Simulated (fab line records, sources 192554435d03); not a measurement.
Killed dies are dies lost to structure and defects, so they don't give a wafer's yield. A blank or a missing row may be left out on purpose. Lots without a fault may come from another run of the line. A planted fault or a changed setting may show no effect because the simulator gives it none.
Which tool did it? | flow n5_finfet | 9 lots, 27 wafers sampled, at 3 steps of a route of 1938

WHAT THE GAUGES READ, wafer by wafer
N5_FIN_CUT_CD_MEAS_08: target cd 29.1 nm.
lot  | measured    | on        | cd_nm (nm)
L569 | day 2 03:15 | cd_sem-03 | 28.66 29.18 29.23
L572 | day 2 20:36 | cd_sem-03 | 28.82 28.71 29.14
L573 | day 3 03:13 | cd_sem-02 | 29.24 28.84 29.12
L574 | day 3 09:17 | cd_sem-03 | 28.96 29.41 28.58
L579 | day 4 17:41 | cd_sem-02 | 27.30 27.47 27.44
L581 | day 5 05:59 | cd_sem-01 | 27.72 27.57 27.89
L582 | day 5 13:24 | cd_sem-03 | 29.09 29.17 29.21
L586 | day 6 10:36 | cd_sem-02 | 29.38 28.98 29.84
L587 | day 6 16:38 | cd_sem-03 | 29.12 29.30 29.01

WHICH TOOL RAN EACH LOT (tool, then ch and the chambers of the sampled wafers, then the start)
lot  | N5_FIN_SAQP_ETCH_64             | N5_FIN_CUT_EXPOSE_05
L569 | rie_si-01 ch 0,1,3, day 2 02:38 | euv_scanner-02 ch 0, day 2 03:07
L572 | rie_si-01 ch 1,2,3, day 2 20:02 | euv_scanner-01 ch 0, day 2 20:29
L573 | rie_si-01 ch 0,3, day 3 02:31   | euv_scanner-02 ch 0, day 3 03:05
L574 | rie_si-04 ch 0,3, day 3 08:42   | euv_scanner-02 ch 0, day 3 09:09
L579 | rie_si-01 ch 1,2,3, day 4 16:59 | euv_scanner-02 ch 0, day 4 17:33
L581 | rie_si-03 ch 0,2,3, day 5 05:17 | euv_scanner-02 ch 0, day 5 05:51
L582 | rie_si-01 ch 0,1,2, day 5 12:43 | euv_scanner-01 ch 0, day 5 13:16
L586 | rie_si-01 ch 1,2, day 6 09:54   | euv_scanner-01 ch 0, day 6 10:28
L587 | rie_si-04 ch 0,1,2, day 6 16:04 | euv_scanner-01 ch 0, day 6 16:31
- N5_FIN_SAQP_ETCH_64: etches SiO2 in CF4, target depth 1.5 nm.
- N5_FIN_CUT_EXPOSE_05: exposes mask FIN CUT.

THE ANSWER, worked out from the rows above alone
Rule: what is usual is taken from the lots themselves. Put in order of their means at a reading, lots are off if they are a third of the lots or fewer, leave a main group of 4 or more, and stand apart from it by a gap of 3 or more times the standard deviation of the main group's means; of several such gaps the widest counts. A main group whose means are all the same, to the digits that the tables above print for the reading, isn't used. A lot without any number at a reading at which 4 lots or more have one is off too. The other lots that the step has rows for count as sound.
Off: L579, L581, at N5_FIN_CUT_CD_MEAS_08 (cd_nm). The main group: mean 29.09 nm, standard deviation 0.15.
A tool fits if, at a process step before that reading, it ran every lot that is off, and no sound lot after the first of them. The gauges at N5_FIN_CUT_CD_MEAS_08 are tried like those tools. One fits: euv_scanner-02 at N5_FIN_CUT_EXPOSE_05. Its last sound lot is L574 (day 3 09:09), its first lot that is off L579 (day 4 17:33): a fault that began between those two fits.

WHAT THE SIMULATOR HAD PUT IN
Process parameter drift: euv_scanner-02, from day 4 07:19 on, at N5_FIN_CUT_EXPOSE_05. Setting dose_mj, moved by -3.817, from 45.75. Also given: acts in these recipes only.
Lots struck among those shown: L579, L581. The rule above found the same.
